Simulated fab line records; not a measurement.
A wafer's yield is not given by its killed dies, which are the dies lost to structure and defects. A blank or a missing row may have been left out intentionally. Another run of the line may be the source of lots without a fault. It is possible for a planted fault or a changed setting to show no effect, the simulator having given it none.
Chamber matching | flow nand harc | ald hk-01 running NHARC_A_CHANNEL_FILL_D1_ALD_14: 4 sister chambers
The step deposits SiO2, target thk 2.5 nm, pulse time 10 s, ald cycles 25. 16 wafers are shown with their chamber, then 8 later ones without.

## EACH WAFER AND ITS CHAMBER
wafer  | chamber | heater power w (W) | precursor pulse height rel
L075.2 | 0       | 492                | 0.984
L075.3 | 1       | 482                | 0.998
L075.5 | 0       | 507                | 0.987
L077.2 | 2       | 538                | 1.040
L077.3 | 0       | 492                | 0.963
L077.5 | 3       | 446                | 0.999
L076.2 | 1       | 486                | 1.011
L076.5 | 3       | 439                | 0.985
L076.6 | 0       | 498                | 0.993
L078.1 | 3       | 423                | 0.958
L078.2 | 1       | 473                | 1.004
L078.3 | 2       | 523                | 1.006
L078.4 | 0       | 496                | 1.001
L078.5 | 3       | 440                | 0.989
L078.6 | 2       | 549                | 1.005
L079.1 | 0       | 495                | 0.956

SIGNATURES (averages over the wafers above)
reading                    | chamber 0 | chamber 1 | chamber 2 | chamber 3 | scatter within a chamber
heater power w             | 496.67    | 480.33    | 536.67    | 437.00    | 8.54
precursor pulse height rel | 0.98067   | 1.00433   | 1.01700   | 0.98275   | 0.0167
Rule: a wafer lies at a distance from a chamber equal to the root of the sum of squares, over the readings, of (its reading less the chamber's mean, divided by the reading's scatter). If the next closest chamber is less than 2 further off than the closest, the wafer can't be placed; otherwise it belongs to the closest. The scatter: take each reading less its chamber's mean, square it, sum over the shown wafers, divide by the number of wafers less the number of chambers, and take the root.

## WAFERS WITHOUT THEIR CHAMBER
wafer  | heater power w (W) | precursor pulse height rel
L079.4 | 441                | 0.992
L079.6 | 543                | 0.986
L094.2 | 485                | 0.980
L094.4 | 492                | 0.994
L094.6 | 426                | 0.983
L096.1 | 480                | 1.020
L096.5 | 550                | 1.009
L096.6 | 438                | 0.986

## WHICH CHAMBER EACH ONE RAN IN
wafer  | from the rows above     | in truth
L079.4 | 3                       | 3
L079.6 | 2                       | 2
L094.2 | can't be placed: 0 or 1 | 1
L094.4 | can't be placed: 0 or 1 | 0
L094.6 | 3                       | 3
L096.1 | 1                       | 1
L096.5 | 2                       | 2
L096.6 | 3                       | 3
Placed correctly: 6 of 8. Not placeable from these rows: 2 (in 2, the candidates include the true chamber). Number placed wrongly: 0.
